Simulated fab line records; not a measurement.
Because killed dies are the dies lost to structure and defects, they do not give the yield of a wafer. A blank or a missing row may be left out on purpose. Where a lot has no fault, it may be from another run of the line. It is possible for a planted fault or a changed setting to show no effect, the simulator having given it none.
Which tool did it? -- flow n5_finfet -- Sampling: 7 lots, 19 wafers, 3 of 1938 route steps

WHAT THE GAUGES SHOWED, per wafer
N5_BEOL_M14_OCD_MEAS_35.
lot,measured,on,trench_depth_nm (nm)
L892,day 13 03:38,ocd-02,580 554 543
L899,day 14 17:47,ocd-02,537 550 573
L902,day 15 21:47,ocd-02,552 509
L904,day 16 09:54,ocd-02,549 523
L909,day 17 17:42,ocd-02,564 542 563
L911,day 17 22:31,ocd-02,551 560 553
L913,day 18 18:30,ocd-02,566 556 561

TOOL THAT RAN EACH LOT (tool first, then ch and the chambers of the sampled wafers, then the start)
lot,N5_BEOL_M14_ETCH_68,N5_BEOL_M14_TRENCH_ETCH_34
L892,"rie_diel-05 ch 0,1,3, day 13 03:13","rie_diel-05 ch 0,1,3, day 13 03:29"
L899,"rie_diel-05 ch 0,2,3, day 14 17:21","rie_diel-05 ch 0,2,3, day 14 17:38"
L902,"rie_diel-05 ch 0,2, day 15 21:21","rie_diel-05 ch 0,2, day 15 21:37"
L904,"rie_diel-05 ch 1,2, day 16 09:28","rie_diel-05 ch 1,2, day 16 09:44"
L909,"rie_diel-02 ch 0,1, day 17 17:16","rie_diel-02 ch 0,1, day 17 17:33"
L911,"rie_diel-06 ch 0,1, day 17 22:05","rie_diel-06 ch 0,1, day 17 22:21"
L913,"rie_diel-06 ch 0,1,2, day 18 18:04","rie_diel-06 ch 0,1,2, day 18 18:21"
- N5_BEOL_M14_ETCH_68: etches SOC in N2/H2, time 450 s.
- N5_BEOL_M14_TRENCH_ETCH_34: etches SiO2 in C4F8/O2/Ar, target depth 556.65 nm, time 126.9 s.

THE ANSWER, worked out from the rows above alone
Rule: the lots themselves supply what counts as usual. Put in order of their means at a reading, lots are off if they are a third of the lots or fewer, leave a main group of 4 or more, and stand apart from it by a gap of 3 or more times the standard deviation of the main group's means; of several such gaps the widest counts. The tables above print the reading to a certain number of digits; a main group whose means all agree to those digits is not used. Also off: a lot with no number at a reading for which 4 or more lots have one. Where the step has rows for the other lots, those lots are counted as sound.
Off: L902, L904, at N5_BEOL_M14_OCD_MEAS_35 (trench_depth_nm). The main group has a mean of 557 nm with a standard deviation of 2.8.
A tool fits if, at a process step before that reading, it ran every lot that is off, and no sound lot after the first of them. Gauges at N5_BEOL_M14_OCD_MEAS_35: tried the same way as those tools. One fits: rie_diel-05 at N5_BEOL_M14_ETCH_68 and N5_BEOL_M14_TRENCH_ETCH_34. At N5_BEOL_M14_ETCH_68 its last sound lot is L899 (day 14 17:21), its first lot that is off L902 (day 15 21:21): a fault that began between those two fits.

WHAT THE SIMULATOR PUT IN
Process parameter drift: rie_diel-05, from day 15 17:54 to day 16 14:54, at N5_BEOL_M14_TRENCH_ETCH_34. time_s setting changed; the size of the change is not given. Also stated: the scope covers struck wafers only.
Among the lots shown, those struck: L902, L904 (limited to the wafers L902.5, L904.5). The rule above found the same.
